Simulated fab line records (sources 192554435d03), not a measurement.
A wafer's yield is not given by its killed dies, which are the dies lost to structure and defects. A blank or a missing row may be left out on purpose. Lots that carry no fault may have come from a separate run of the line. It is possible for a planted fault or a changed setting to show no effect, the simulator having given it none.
Matching of chambers -- flow n5_finfet -- 4 sister chambers for N5_MOL_CONTACT_COAG_STRIP_98 on rie_diel-02
The step strips in N2/H2. 14 wafers are shown with their chamber, then 7 later ones without.

WAFERS PAIRED WITH THEIR CHAMBERS
wafer,chamber,showerhead_plenum_p_Torr (Torr),drypump_motor_current_A (A),throttle_valve_pct (%)
L074.2,0,3.44,6.5,18.9
L074.4,3,3.43,5.3,19.3
L074.5,0,3.44,6.6,18.9
L077.2,0,3.44,6.5,18.9
L077.3,1,3.58,6.2,18.4
L077.6,2,3.45,5.7,19.1
L082.1,0,3.43,6.6,18.5
L082.5,0,3.43,6.5,18.5
L082.6,2,3.45,5.7,19.1
L083.1,1,3.58,6.2,18.5
L083.3,1,3.58,6.2,18.5
L083.4,2,3.45,5.7,19.1
L086.2,3,3.42,5.2,19.0
L086.3,0,3.42,6.5,18.5

SIGNATURES, as means of the wafers listed above
reading,chamber 0,chamber 1,chamber 2,chamber 3,scatter within a chamber
showerhead_plenum_p_Torr,3.4333,3.5800,3.4500,3.4250,0.00619
drypump_motor_current_A,6.533,6.200,5.700,5.250,0.0428
throttle_valve_pct,18.700,18.467,19.100,19.150,0.171
Rule: a wafer lies at a distance from a chamber equal to the root of the sum of squares, over the readings, of (its reading less the chamber's mean, divided by the reading's scatter). If the next closest chamber is less than 2 further off than the closest, the wafer can't be placed; otherwise it belongs to the closest. The scatter is the square root of a quotient: the sum, over the shown wafers, of each reading's squared deviation from its chamber's mean, divided by wafers minus chambers.

WAFERS WHOSE CHAMBER IS MISSING
wafer,showerhead_plenum_p_Torr (Torr),drypump_motor_current_A (A),throttle_valve_pct (%)
L086.4,3.57,6.2,18.5
L091.2,3.42,5.2,19.0
L091.4,3.56,6.1,18.5
L091.5,3.56,6.2,18.5
L096.1,3.55,6.2,18.5
L096.2,3.43,5.7,18.8
L096.6,3.55,6.2,18.6

CHAMBER TAKEN BY EACH
wafer,from the rows above,in truth
L086.4,1,1
L091.2,3,3
L091.4,1,1
L091.5,1,1
L096.1,1,1
L096.2,2,2
L096.6,1,1
Correct placement for 7 of the 7. Not placeable from these rows: 0. Placed wrongly: 0.
